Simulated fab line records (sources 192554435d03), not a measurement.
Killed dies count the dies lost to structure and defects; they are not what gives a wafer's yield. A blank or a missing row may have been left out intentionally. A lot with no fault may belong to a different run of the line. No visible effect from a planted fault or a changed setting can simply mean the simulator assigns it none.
fab line records	flow n5Finfet
record: lots: 9	wafers: 27	lastDay: 17
route steps=1938 shown SD_EPI_N@278 SD_EPI_P@303 BEOL_M4@1111 PASSIVATION@1936
lots with no fault: from the same line, run without faults
startH: hours from the record's opening day to when the first of the lot's shown wafers began	waitH: hours elapsed since this lot's preceding step	" repeats the value in the row above	L1.1+2: one row covering several wafers at once	- no value present, or no start provided	* or withheld: withheld	< > ~ a bound
route shown NAME@n: a module of which the file shows steps, and the number in the route of the first	usual: the fault-free wafers' mean and standard deviation	same: alike in all rows	chamber/n: place in a boat	sites: per-site readings	_std_site: standard deviation of those values	_edge_site: the outer-site mean with the inner-site mean subtracted	radiusMm: for every site, how far away it sits from the centre of the wafer	mask NAME#n: copy n	behind: the last tool/chamber to shape the wafer	hold: reason for holding the lot/hours on hold/outcome of the hold	device: transistor that didn't switch, given as n, p or np	end of line: the same wafers' tests at the end of the route	where a step has no rows: the recipe by itself	killed: count of dies lost to structure and defects at first sort (not the wafer's yield)	map: a wafer's dies, x killed, . not, _ none there
set.NAME: the run value of the setting; set.NAME@STEP: its run value at that earlier step	model.NAME: the simulator's own value behind a step, which no gauge read
steps of the route over a sample of lots; a table a step, a row a wafer
services: the hour from which a tool's chamber was out of use, counted from the record's first day as startH (under 0 if before that day), plus the number of hours and why
== steps ==
step: N5_SD_EPI_N_ETCH_45
recipe: chemistry: CH3F/O2	target: SiOCN	targetDepthA: 60	maskMaterial: SOC	ionEnergyEv: 60	biasW: 29	pressureMtorr: 15	sourceW: 410	Ar_flow_sccm: 150	CH3F_flow_sccm: 30	O2_flow_sccm: 20
usual: CH3F_flow_sccm: 30.00/0.089	drypumpMotorCurrentA: 5.7/0.45	oesProductAu: 0.79/0.093	rfVppV: 127.4/0.9	showerheadPlenumPTorr: 2.01/0.082	throttleValvePct: 23.25/0.16
lot.wafer	tool	chamber	startH	waitH	CH3F_flow_sccm	drypumpMotorCurrentA	oesProductAu	rfHoursCounterH	rfVppV	showerheadPlenumPTorr	throttleValvePct
L506.2	rieDiel-04	0	56.11	0.1	29.95	5.7	0.69	229	126.8	1.87	23.14
L506.4	"	2	"	"	30.13	5.8	0.92	-	127.1	1.97	23.05
L506.6	"	2	"	"	29.99	5.8	0.93	-	126.4	1.97	23.07
L507.1	rieDiel-01	3	63.33	0.1	29.92	4.9	0.94	15	129.2	2.12	22.98
L507.2	"	2	"	"	29.91	6.4	0.96	7	128.7	2.14	23.23
L507.5	"	2	"	"	29.91	6.4	0.97	-	128.6	2.14	23.25
L510.1	rieDiel-04	1	79.14	0.1	30.08	6.4	0.73	197	127.8	2.05	23.39
L510.2	"	2	"	"	29.97	5.7	0.90	26	126.2	1.97	23.07
L510.6	"	0	"	"	30.02	5.7	0.69	-	126.1	1.87	23.13
L511.1	rieDiel-02	1	89.04	0.1	30.08	5.7	0.82	101	126.4	1.94	23.27
L511.3	"	3	"	"	30.09	5.6	0.71	203	129.2	2.08	23.21
L511.6	"	2	"	"	30.07	5.9	0.71	-	125.5	1.90	23.51
L512.3	rieDiel-01	0	91.87	0.1	30.03	4.9	0.75	163	127.8	2.00	23.47
L512.4	"	3	"	"	29.98	4.9	0.92	24	126.2	2.11	22.99
L512.5	"	1	"	"	30.06	5.3	0.72	-	127.4	1.96	23.35
L514.1	rieDiel-01	0	102.12	0.1	29.88	4.9	0.75	167	127.8	2.00	23.48
L514.5	"	2	"	"	30.06	6.4	0.93	-	128.8	2.14	23.25
L514.6	"	1	"	"	29.95	5.2	0.72	-	127.0	1.96	23.36
L522.3	rieDiel-01	3	150.36	0.1	29.78	4.9	0.87	45	127.3	2.11	23.02
L522.5	"	3	"	"	29.94	4.9	0.86	-	128.2	2.11	23.04
L522.6	"	0	"	"	29.91	4.9	0.73	-	127.1	1.99	23.49
L523.2	rieDiel-04	2	157.06	0.1	29.91	5.7	0.85	57	126.5	1.96	23.12
L523.5	"	2	"	"	29.83	5.7	0.85	-	127.2	1.96	23.12
L523.6	"	3	"	"	29.90	5.8	0.76	-	128.3	2.01	23.20
L524.1	rieDiel-01	2	163.14	0.1	30.20	6.4	0.90	41	128.0	2.13	23.27
L524.4	"	3	"	"	29.90	4.9	0.86	49	128.1	2.11	23.03
L524.5	"	1	"	"	29.86	5.3	0.70	-	127.2	1.95	23.40
step: N5_SD_EPI_P_CD_MEAS_09
recipe: targetCdNm: 240	landingEnergyEv: 500	detector: seInlens
usual: cdNm: 239.9/1
lot.wafer	tool	chamber	startH	waitH	cdNm
L506.2	cdSem-03	0	60.02	-	241.1
L506.4	"	0	"	"	240.5
L506.6	"	0	"	"	241.8
L507.1	cdSem-01	0	67.07	-	240.8
L507.2	"	0	"	"	241.4
L507.5	"	0	"	"	240.4
L510.1	cdSem-01	0	83.68	-	240.8
L510.2	"	0	"	"	240.2
L510.6	"	0	"	"	240.8
L511.1	cdSem-03	0	94.03	-	241.2
L511.3	"	0	"	"	241.0
L511.6	"	0	"	"	242.2
L512.3	cdSem-02	0	96.13	-	240.2
L512.4	"	0	"	"	239.7
L512.5	"	0	"	"	240.6
L514.1	cdSem-01	0	105.84	-	239.0
L514.5	"	0	"	"	238.8
L514.6	"	0	"	"	239.2
L522.3	cdSem-01	0	154.19	-	237.2
L522.5	"	0	"	"	238.3
L522.6	"	0	"	"	238.8
L523.2	cdSem-02	0	160.94	-	241.1
L523.5	"	0	"	"	240.7
L523.6	"	0	"	"	241.0
L524.1	cdSem-01	0	166.84	-	240.2
L524.4	"	0	"	"	240.2
L524.5	"	0	"	"	241.6
step: N5_SD_EPI_P_ETCH_36
recipe: chemistry: CF4	target: SiARC	targetDepthA: 455	maskMaterial: CAR-ArF-block	timeS: 75.8	ionEnergyEv: 80	pressureMtorr: 40	sourceW: 545	biasW: 36	Ar_flow_sccm: 100	cf4FlowSccm: 100	ends: cleared
usual: drypumpMotorCurrentA: 5.6/0.43	etchRfOnTimeS: 75.0/2	oesProductAu: 0.69/0.062	rfVppV: 184.2/1.2	showerheadPlenumPTorr: 2.15/0.07	throttleValvePct: 15.48/0.15
lot.wafer	tool	chamber	startH	waitH	drypumpMotorCurrentA	etchRfOnTimeS	oesProductAu	rfHoursCounterH	rfVppV	showerheadPlenumPTorr	throttleValvePct
L506.2	rieDiel-05	0	60.36	0.0	5.6	77.5	0.63	170	183.0	2.14	15.72
L506.4	"	2	"	"	4.8	74.5	0.81	10	183.5	2.20	15.41
L506.6	"	2	"	"	4.8	75.2	0.81	-	185.8	2.20	15.41
L507.1	rieDiel-05	2	67.62	0.0	4.9	74.4	0.80	12	184.7	2.20	15.40
L507.2	"	3	"	"	6.1	76.3	0.69	112	184.8	2.14	15.43
L507.5	"	3	"	"	6.1	75.9	0.69	-	184.7	2.14	15.42
L510.1	rieDiel-03	2	83.80	0.0	6.1	73.3	0.66	138	183.0	2.07	15.30
L510.2	"	3	"	"	5.1	76.6	0.73	58	185.6	2.27	15.55
L510.6	"	2	"	"	6.1	73.0	0.68	-	183.2	2.07	15.30
L511.1	rieDiel-03	2	94.16	0.0	6.1	74.6	0.66	141	182.2	2.07	15.31
L511.3	"	0	"	"	5.5	76.1	0.66	135	184.7	2.14	15.43
L511.6	"	3	"	"	5.1	78.0	0.72	-	186.5	2.26	15.54
L512.3	rieDiel-05	2	96.25	0.0	4.8	75.0	0.79	22	184.1	2.20	15.42
L512.4	"	0	"	"	5.6	78.0	0.62	180	184.2	2.14	15.73
L512.5	"	2	"	"	4.8	74.9	0.78	-	184.5	2.20	15.44
L514.1	rieDiel-03	1	105.96	0.0	5.4	72.7	0.80	14	184.2	2.11	15.28
L514.5	"	1	"	"	5.4	72.7	0.80	-	182.4	2.11	15.31
L514.6	"	3	"	"	5.1	78.1	0.72	-	184.2	2.26	15.55
L522.3	rieDiel-03	1	154.31	0.0	5.4	71.7	0.79	30	184.6	2.10	15.33
L522.5	"	0	"	"	5.5	74.9	0.65	-	184.9	2.13	15.47
L522.6	"	1	"	"	5.4	71.8	0.78	-	183.9	2.10	15.32
L523.2	rieDiel-03	0	161.06	0.0	5.5	73.8	0.65	158	183.3	2.13	15.46
L523.5	"	0	"	"	5.5	73.6	0.66	-	183.8	2.13	15.46
L523.6	"	1	"	"	5.4	71.4	0.78	-	184.7	2.10	15.35
L524.1	rieDiel-03	3	167.02	0.0	5.1	77.1	0.70	85	184.0	2.26	15.61
L524.4	"	1	"	"	5.4	71.6	0.77	35	183.6	2.10	15.33
L524.5	"	2	"	"	6.1	74.2	0.65	-	183.0	2.06	15.34
step: N5_SD_EPI_P_EPI_21
recipe: material: SiGe:B	dopant: B	tempC: 550	pressureTorr: 20	ambient: H2	timeS: 355
usual: chamberPressureTorr: 20.00/0.044	epiGrowthTimeS: 355/0
lot.wafer	tool	chamber	startH	waitH	chamberPressureTorr	epiGrowthTimeS
L506.2	epiRpcvd-04	0	62.03	0.5	20.00	355
L506.4	"	0	"	"	19.99	355
L506.6	"	0	"	"	19.97	355
L507.1	epiRpcvd-02	0	68.93	0.1	19.98	355
L507.2	"	0	"	"	20.01	355
L507.5	"	0	70.37	1.5	19.94	355
L510.1	epiRpcvd-04	0	85.14	0.1	19.96	355
L510.2	"	0	"	"	19.99	355
L510.6	"	0	86.94	1.8	20.05	355
L511.1	epiRpcvd-03	0	95.47	0.1	19.98	355
L511.3	"	0	"	"	19.95	355
L511.6	"	0	97.27	1.8	19.91	355
L512.3	epiRpcvd-02	0	98.28	0.8	20.06	355
L512.4	"	0	"	"	19.98	355
L512.5	"	0	"	"	20.01	355
L514.1	epiRpcvd-04	0	107.27	0.1	20.00	355
L514.5	"	0	108.71	1.5	19.94	355
L514.6	"	0	"	"	20.05	355
L522.3	epiRpcvd-02	-	156.35	0.8	-	-
L522.5	"	-	"	"	-	-
L522.6	"	-	"	"	-	-
L523.2	epiRpcvd-02	-	162.73	0.5	-	-
L523.5	"	-	163.81	1.5	-	-
L523.6	"	-	"	"	-	-
L524.1	epiRpcvd-02	-	168.61	0.1	-	-
L524.4	"	-	169.69	1.1	-	-
L524.5	"	-	"	"	-	-
step: N5_BEOL_M4_RC_MEAS_101
usual: DIBL_N: 36.7/1.8	DIBL_P: 37.0/2.4	IOFF_N: 0.17/0.036	IOFF_P: 0.22/0.042	ION_N: 673/12	ION_P: 462/8.5	SS_N: 71.7/0.62	SS_P: 73.4/0.65	VT_N: 250/3.7	VT_P: -250/3.7
lot.wafer	tool	chamber	startH	waitH	DIBL_N[mV/V]	DIBL_P[mV/V]	IOFF_N[nA/um]	IOFF_P[nA/um]	ION_N[uA/um]	ION_P[uA/um]	SS_N[mV/dec]	SS_P[mV/dec]	VT_N[mV]	VT_P[mV]
L506.2	prober-02	0	188.56	0.2	38.5	39.0	0.19	0.25	671	461	71.5	73.3	250	-250
L506.4	"	0	"	"	38.2	39.0	0.21	0.24	675	460	71.9	74.6	245	-250
L506.6	"	0	"	"	37.8	37.4	0.19	0.22	667	457	72.0	73.4	250	-249
L507.1	prober-02	0	195.99	0.0	36.8	37.0	0.15	0.20	660	460	72.2	73.1	252	-253
L507.2	"	0	"	"	36.4	36.0	0.14	0.18	666	460	71.8	73.5	253	-255
L507.5	"	0	"	"	38.0	38.4	0.18	0.21	667	457	72.5	73.6	251	-253
L510.1	prober-01	0	204.56	0.0	37.7	38.4	0.17	0.21	670	455	72.2	73.5	251	-253
L510.2	"	0	"	"	34.6	34.7	0.13	0.16	671	456	71.1	72.0	252	-255
L510.6	"	0	"	"	35.9	35.1	0.14	0.17	655	447	71.1	73.6	252	-254
L512.3	prober-02	0	224.45	0.3	36.2	37.7	0.16	0.22	675	471	71.6	73.5	249	-246
L512.4	"	0	"	"	33.3	33.2	0.12	0.17	663	460	71.1	72.6	254	-251
L512.5	"	0	"	"	37.4	38.6	0.18	0.25	677	468	72.3	73.3	248	-248
L511.1	prober-01	0	233.22	0.0	35.5	35.9	0.15	0.21	669	461	71.5	72.5	248	-252
L511.3	"	0	"	"	36.9	37.3	0.17	0.22	669	460	72.1	73.8	250	-252
L511.6	"	0	"	"	39.9	40.9	0.24	0.27	687	463	73.2	74.7	244	-250
L514.1	prober-01	0	237.71	0.0	35.9	35.9	0.17	0.25	683	479	71.0	72.7	246	-243
L514.5	"	0	"	"	35.4	35.4	0.15	0.24	667	470	72.1	72.2	250	-244
L514.6	"	0	"	"	37.8	37.7	0.20	0.29	672	474	71.9	73.1	245	-243
step: N5_PASSIVATION_PROBE_49
usual: defectLimitedYield: 91.1/1.4	killed_at_M0_to_M3: 32/9.3	killed_at_M4_up: 13/5.8	killedAtContacts: 12/6.3	killedAtFrontEnd: 44/12	killedAtOther: 3.6/2.7	killedDies: 104/17	killedOnRim: 14/3.9	killedOpen: 69/13	killedShort: 34/6.9	sort_bin_5_function: 5.2/0.98	sort_bin_6_memory: 3.3/0.59	sortNPass: 1075/17	sortYieldPct: 91.1/1.4
same: grossDies: 1180	killedAtBackSide: 0	sort_bin_4_leakage[%]: 0	sort_bin_8_speed[%]: 0
lot.wafer	tool	chamber	startH	waitH	defectLimitedYield[%]	killed_at_M0_to_M3	killed_at_M4_up	killedAtContacts	killedAtFrontEnd	killedAtOther	killedDies	killedOnRim	killedOpen	killedShort	sort_bin_5_function[%]	sort_bin_6_memory[%]	sortNPass	sortYieldPct[%]
L506.2	prober-01	-	292.65	0.1	90.6	20	17	11	62	1	111	16	74	32	5.3	3.4	1069	90.6
L506.4	prober-01	-	292.75	0.2	91.0	33	11	6	54	2	106	14	67	38	5.8	3.1	1074	91.0
L506.6	prober-01	-	292.85	0.3	92.9	31	18	13	21	1	84	12	57	26	4.1	2.8	1096	92.9
L507.1	prober-02	-	301.94	0.0	90.1	21	18	24	47	7	117	18	84	32	6.5	3.1	1063	90.1
L507.2	prober-02	-	301.99	0.1	91.7	24	23	8	40	3	98	18	56	31	4.0	3.6	1082	91.7
L507.5	prober-02	-	302.14	0.2	91.5	27	15	13	38	7	100	12	71	28	5.8	2.5	1080	91.5
L510.1	prober-01	-	307.96	0.0	90.3	25	12	15	57	6	115	18	78	36	5.8	3.6	1065	90.3
L510.2	prober-01	-	308.01	0.1	92.8	18	8	6	52	1	85	15	62	22	4.2	2.9	1095	92.8
L510.6	prober-01	-	308.21	0.3	88.6	30	11	13	76	4	134	24	88	46	7.5	3.5	1046	88.6
L512.3	prober-01	-	332.76	0.1	92.8	37	6	5	32	5	85	16	59	24	4.3	2.8	1095	92.8
L512.4	prober-01	-	332.81	0.2	90.7	38	13	6	43	10	110	14	69	36	5.6	3.3	1070	90.7
L512.5	prober-01	-	332.86	0.2	94.0	29	2	5	22	13	71	9	47	24	3.4	2.3	1109	94.0
L511.1	prober-01	-	336.53	0.0	89.1	35	12	9	71	2	129	18	88	40	6.8	3.6	1051	89.1
L511.3	prober-01	-	336.63	0.1	89.7	40	18	9	51	4	122	27	83	33	6.1	3.6	1058	89.7
L511.6	prober-01	-	336.78	0.3	91.0	28	18	8	49	3	106	14	70	35	4.4	4.0	1074	91.0
L514.1	prober-02	-	340.32	0.0	91.0	44	12	8	40	2	106	8	63	43	5.4	3.1	1074	91.0
L514.5	prober-02	-	340.52	0.2	91.8	39	5	21	30	2	97	12	55	42	5.0	2.9	1083	91.8
L514.6	prober-02	-	340.57	0.3	91.5	41	11	11	35	2	100	9	55	45	4.1	3.6	1080	91.5
L523.2	prober-01	-	392.20	0.1	0	33	11	14	1117	5	1180	152	63	30	96.5	3.2	0	0
L523.5	prober-01	-	392.35	0.2	0	26	15	19	1114	6	1180	152	69	29	96.9	3.0	0	0
L523.6	prober-01	-	392.40	0.3	0	43	17	14	1104	2	1180	152	94	39	95.4	4.3	0	0
L524.1	prober-02	-	396.18	0.0	0	48	17	7	1098	10	1180	152	90	27	95.7	4.1	0	0
L524.4	prober-02	-	396.33	0.2	0	26	7	10	1130	7	1180	152	62	31	96.0	3.6	0	0
L524.5	prober-02	-	396.38	0.2	0	30	13	18	1109	10	1180	152	61	31	96.7	3.0	0	0
L522.3	prober-01	-	398.27	0.1	0	27	9	11	1131	2	1180	152	69	27	96.8	3.1	0	0
L522.5	prober-01	-	398.37	0.2	0	39	6	26	1107	2	1180	152	77	39	95.6	4.2	0	0
L522.6	prober-01	-	398.42	0.3	0	24	13	14	1128	1	1180	152	63	32	96.6	3.0	0	0
killed by level:class
L506.2 FIN_SAQP:geometricParticle:open=20 BEOL_M4:geometricParticle:open=11 FIN_SAQP:geometricParticle:short=9 MOL_CONTACT_COAG:geometricParticle:open=8 STI_FIN_REVEAL:geometricParticle:open=5 DUMMY_GATE:geometricParticle:open=4 BEOL_M0_SAQP:geometricParticle:open=4 HKMG_FIN:areaEtch=4
L506.4 FIN_SAQP:geometricParticle:short=14 STI_FIN_REVEAL:geometricParticle:open=11 FIN_SAQP:geometricParticle:open=9 BEOL_M3:geometricParticle:open=9 BEOL_M0_SAQP:geometricParticle:open=7 MOL_CONTACT_COAG:geometricParticle:open=5 STARTING-WAFER:geometricParticle:open=5 GATE_CUT:geometricParticle:short=4
L506.6 MOL_CONTACT_COAG:geometricParticle:open=10 BEOL_M3:geometricParticle:open=8 BEOL_M4:geometricParticle:open=7 BEOL_M0_SAQP:geometricParticle:open=5 STI_FIN_REVEAL:geometricParticle:open=4 GATE_CUT:geometricParticle:short=4 BEOL_M0:geometricParticle:short=4 BEOL_M7:geometricParticle:open=4
L507.1 MOL_CONTACT_COAG:geometricParticle:open=19 FIN_SAQP:geometricParticle:open=13 BEOL_M4:geometricParticle:open=10 FIN_SAQP:geometricParticle:short=8 STI_FIN_REVEAL:geometricParticle:open=8 BEOL_M0_SAQP:geometricParticle:open=6 MOL_CONTACT_COAG:geometricParticle:short=5 BEOL_M0_SAQP:geometricParticle:short=5
L507.2 BEOL_M4:geometricParticle:open=13 MOL_CONTACT_COAG:geometricParticle:open=8 BEOL_M0_SAQP:geometricParticle:open=8 HKMG_FIN:areaEtch=8 FIN_SAQP:geometricParticle:short=6 GATE_CUT:geometricParticle:short=6 FIN_SAQP:geometricParticle:open=5 BEOL_M0_SAQP:geometricParticle:short=5
L507.5 FIN_SAQP:geometricParticle:open=15 MOL_CONTACT_COAG:geometricParticle:open=12 BEOL_M3:geometricParticle:open=8 FIN_SAQP:geometricParticle:short=7 STI_FIN_REVEAL:geometricParticle:open=7 BEOL_M0_SAQP:geometricParticle:short=7 BEOL_M4:geometricParticle:open=5 BEOL_M4:geometricParticle:short=4
L510.1 STI_FIN_REVEAL:geometricParticle:open=32 MOL_CONTACT_COAG:geometricParticle:open=11 STI_FIN_REVEAL:geometricParticle:short=9 BEOL_M0_SAQP:geometricParticle:open=7 BEOL_M2:geometricParticle:open=7 BEOL_M0_SAQP:geometricParticle:short=6 GATE_CUT:geometricParticle:short=4 MOL_CONTACT_COAG:geometricParticle:short=4
L510.2 STI_FIN_REVEAL:geometricParticle:open=17 GATE_CUT:geometricParticle:short=7 GATE_CUT:geometricParticle:open=7 MOL_CONTACT_COAG:geometricParticle:open=6 BEOL_M0:geometricParticle:open=5 BEOL_M2:geometricParticle:open=5 FIN_SAQP:geometricParticle:short=4 DUMMY_GATE:geometricParticle:open=4
L510.6 STI_FIN_REVEAL:geometricParticle:open=27 GATE_CUT:geometricParticle:short=12 BEOL_M2:geometricParticle:open=10 MOL_CONTACT_COAG:geometricParticle:open=8 GATE_CUT:geometricParticle:open=7 BEOL_M0_SAQP:geometricParticle:short=6 FIN_SAQP:geometricParticle:short=5 FIN_SAQP:geometricParticle:open=5
L512.3 BEOL_M3:geometricParticle:open=12 STI_FIN_REVEAL:geometricParticle:open=10 BEOL_M1:geometricParticle:open=10 DUMMY_GATE:geometricParticle:open=5 BEOL_M3:geometricParticle:short=5 FIN_SAQP:geometricParticle:open=3 SPACER0:geometricParticle:short=3 MOL_CONTACT_COAG:geometricParticle:open=3
L512.4 STI_FIN_REVEAL:geometricParticle:open=10 DUMMY_GATE:geometricParticle:open=10 BEOL_M1:geometricParticle:open=6 BEOL_M2:geometricParticle:open=6 BEOL_M3:geometricParticle:open=6 MOL_CONTACT_COAG:geometricParticle:open=5 BEOL_M0:geometricParticle:open=5 MIM_TOP_ETCH:geometricParticle:short=5
L512.5 BEOL_M1:geometricParticle:open=10 BEOL_M3:geometricParticle:open=9 DUMMY_GATE:geometricParticle:open=4 GATE_CUT:geometricParticle:short=4 MIM_TOP_ETCH:geometricParticle:open=4 MOL_CONTACT_COAG:geometricParticle:open=3 BEOL_M2:geometricParticle:open=3 STARTING-WAFER:geometricParticle:short=3
L511.1 FIN_SAQP:geometricParticle:open=18 STI_FIN_REVEAL:geometricParticle:open=16 FIN_SAQP:geometricParticle:short=13 BEOL_M1:geometricParticle:open=9 BEOL_M4:geometricParticle:open=9 MOL_CONTACT_COAG:geometricParticle:open=8 BEOL_M2:geometricParticle:short=7 BEOL_M2:geometricParticle:open=5
L511.3 STI_FIN_REVEAL:geometricParticle:open=23 BEOL_M0_SAQP:geometricParticle:short=11 BEOL_M4:geometricParticle:open=10 FIN_SAQP:geometricParticle:open=8 MOL_CONTACT_COAG:geometricParticle:open=8 BEOL_M1:geometricParticle:open=8 BEOL_M0_SAQP:geometricParticle:open=7 BEOL_M2:geometricParticle:open=5
L511.6 STI_FIN_REVEAL:geometricParticle:open=13 DUMMY_GATE:geometricParticle:open=11 BEOL_M2:geometricParticle:open=7 BEOL_M5:geometricParticle:open=7 GATE_CUT:geometricParticle:short=7 BEOL_M1:geometricParticle:open=6 MOL_CONTACT_COAG:geometricParticle:short=5 BEOL_M0_SAQP:geometricParticle:short=5
L514.1 FIN_SAQP:geometricParticle:open=15 BEOL_M0_SAQP:geometricParticle:short=13 FIN_SAQP:geometricParticle:short=8 MOL_CONTACT_COAG:geometricParticle:open=7 BEOL_M0_SAQP:geometricParticle:open=6 BEOL_M2:geometricParticle:open=5 STI_FIN_REVEAL:geometricParticle:open=5 BEOL_M1:geometricParticle:open=5
L514.5 MOL_CONTACT_COAG:geometricParticle:open=16 BEOL_M0_SAQP:geometricParticle:open=14 BEOL_M0_SAQP:geometricParticle:short=11 FIN_SAQP:geometricParticle:short=10 MOL_CONTACT_COAG:geometricParticle:short=5 GATE_CUT:geometricParticle:short=4 BEOL_M1:geometricParticle:open=4 STI_FIN_REVEAL:geometricParticle:open=3
L514.6 FIN_SAQP:geometricParticle:short=13 BEOL_M0_SAQP:geometricParticle:open=10 BEOL_M0_SAQP:geometricParticle:short=8 MOL_CONTACT_COAG:geometricParticle:open=6 BEOL_M2:geometricParticle:open=6 BEOL_M3:geometricParticle:open=6 FIN_SAQP:geometricParticle:open=5 MOL_CONTACT_COAG:geometricParticle:short=5
L523.2 SD_EPI_P:areaEpi=1087 BEOL_M3:geometricParticle:open=12 MOL_CONTACT_COAG:geometricParticle:open=11 FIN_SAQP:geometricParticle:open=7 FIN_SAQP:geometricParticle:short=6 BEOL_M0_SAQP:geometricParticle:short=6 DUMMY_GATE:geometricParticle:open=5 BEOL_M0_SAQP:geometricParticle:open=4
L523.5 SD_EPI_P:areaEpi=1082 MOL_CONTACT_COAG:geometricParticle:open=13 BEOL_M3:geometricParticle:open=8 FIN_SAQP:geometricParticle:short=6 BEOL_M4:geometricParticle:open=6 MOL_CONTACT_COAG:geometricParticle:short=6 BEOL_M2:geometricParticle:open=6 STI_FIN_REVEAL:geometricParticle:open=5
L523.6 SD_EPI_P:areaEpi=1047 FIN_SAQP:geometricParticle:open=13 BEOL_M0_SAQP:geometricParticle:short=11 MOL_CONTACT_COAG:geometricParticle:open=10 BEOL_M4:geometricParticle:open=10 STI_FIN_REVEAL:geometricParticle:open=9 BEOL_M0_SAQP:geometricParticle:open=9 DUMMY_GATE:geometricParticle:open=7
L524.1 SD_EPI_P:areaEpi=1061 BEOL_M2:geometricParticle:open=14 STI_FIN_REVEAL:geometricParticle:open=12 BEOL_M4:geometricParticle:open=11 BEOL_M0:geometricParticle:open=11 BEOL_M3:geometricParticle:open=11 FIN_SAQP:geometricParticle:short=7 MOL_CONTACT_COAG:geometricParticle:open=6
L524.4 SD_EPI_P:areaEpi=1086 FIN_SAQP:geometricParticle:open=10 FIN_SAQP:geometricParticle:short=9 MOL_CONTACT_COAG:geometricParticle:open=9 BEOL_M2:geometricParticle:open=7 DUMMY_GATE:geometricParticle:open=5 BEOL_M0_SAQP:geometricParticle:open=5 BEOL_M3:geometricParticle:open=4
L524.5 SD_EPI_P:areaEpi=1084 MOL_CONTACT_COAG:geometricParticle:open=14 FIN_SAQP:geometricParticle:open=8 BEOL_M4:geometricParticle:open=7 BEOL_M2:geometricParticle:open=7 MIM_BOT:geometricParticle:short=6 FIN_SAQP:geometricParticle:short=5 BEOL_M0_SAQP:geometricParticle:open=5
L522.3 SD_EPI_P:areaEpi=1084 FIN_SAQP:geometricParticle:open=16 BEOL_M1:geometricParticle:open=11 MOL_CONTACT_COAG:geometricParticle:open=11 FIN_SAQP:geometricParticle:short=8 BEOL_M3:geometricParticle:open=8 STI_FIN_REVEAL:geometricParticle:open=5 BEOL_M0_SAQP:geometricParticle:open=4
L522.5 SD_EPI_P:areaEpi=1063 MOL_CONTACT_COAG:geometricParticle:open=21 BEOL_M1:geometricParticle:open=10 GATE_CUT:geometricParticle:short=8 FIN_SAQP:geometricParticle:open=7 BEOL_M3:geometricParticle:open=7 BEOL_M0_SAQP:geometricParticle:short=7 SPACER0:geometricParticle:open=6
L522.6 SD_EPI_P:areaEpi=1084 FIN_SAQP:geometricParticle:open=13 MOL_CONTACT_COAG:geometricParticle:open=10 FIN_SAQP:geometricParticle:short=7 GATE_CUT:geometricParticle:short=6 BEOL_M0_SAQP:geometricParticle:open=5 BEOL_M4:geometricParticle:open=5 STI_FIN_REVEAL:geometricParticle:open=4
== services ==
tool	chamber	startH	hours	kind
rieDiel-04	1	50.04	6.2	repair
rieDiel-04	3	51.04	30.3	repair
rieDiel-02	0	51.06	16.0	repair
rieDiel-05	0	51.68	3.7	repair
rieDiel-02	3	53.76	2.0	repair
rieDiel-01	2	69.28	5.1	repair
rieDiel-01	-	76.56	0.6	repair
rieDiel-03	2	102.53	7.6	repair
rieDiel-04	1	107.92	4.6	repair
rieDiel-04	0	112.71	-	clean
rieDiel-04	0	112.71	-	consumableReplace:focusRing
rieDiel-04	0	112.71	-	consumableReplace:showerhead
rieDiel-04	0	112.71	17.8	scheduledDown
rieDiel-04	0	112.71	17.8	ventCycle
rieDiel-05	1	134.88	12.3	repair
epiRpcvd-04	-	147.42	0.7	repair
rieDiel-05	1	150.32	-	clean
rieDiel-05	1	150.32	-	consumableReplace:focusRing
rieDiel-05	1	150.32	18.0	scheduledDown
rieDiel-05	1	150.32	18.0	ventCycle
rieDiel-04	2	158.20	4.0	repair
== key ==
firstSign: step: N5_SD_EPI_P_EPI_21	reading: toolRecord	direction: missing
effect: step: N5_PASSIVATION_PROBE_49	reading: sort_bin_5_function	direction: up	sigmas: 93	usual: 5.2	struck: 96.3
moreKillsBornAt: N5_SD_EPI_P_EPI_21@epiRpcvd-02: 9677
metAt N5_SD_EPI_P_EPI_21
struckLots L522,L523,L524
laterRowsLeftOut L522.3,L522.5,L522.6,L523.2,L523.5,L523.6,L524.1,L524.4,L524.5
notActingAt N5_SD_EPI_N_ETCH_45,N5_SD_EPI_P_CD_MEAS_09,N5_SD_EPI_P_ETCH_36
onsetBetween 98.28 156.35
fault: kind: skippedStepWhole	tool: epiRpcvd-02	chamber: -	onsetH: 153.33	steps: N5_SD_EPI_P_EPI_21	scope: struckLotsOnly
laterRowsLeftOut: the simulator's readings of these wafers behind a module that went badly wrong aren't trusted and aren't shown, but for the sort
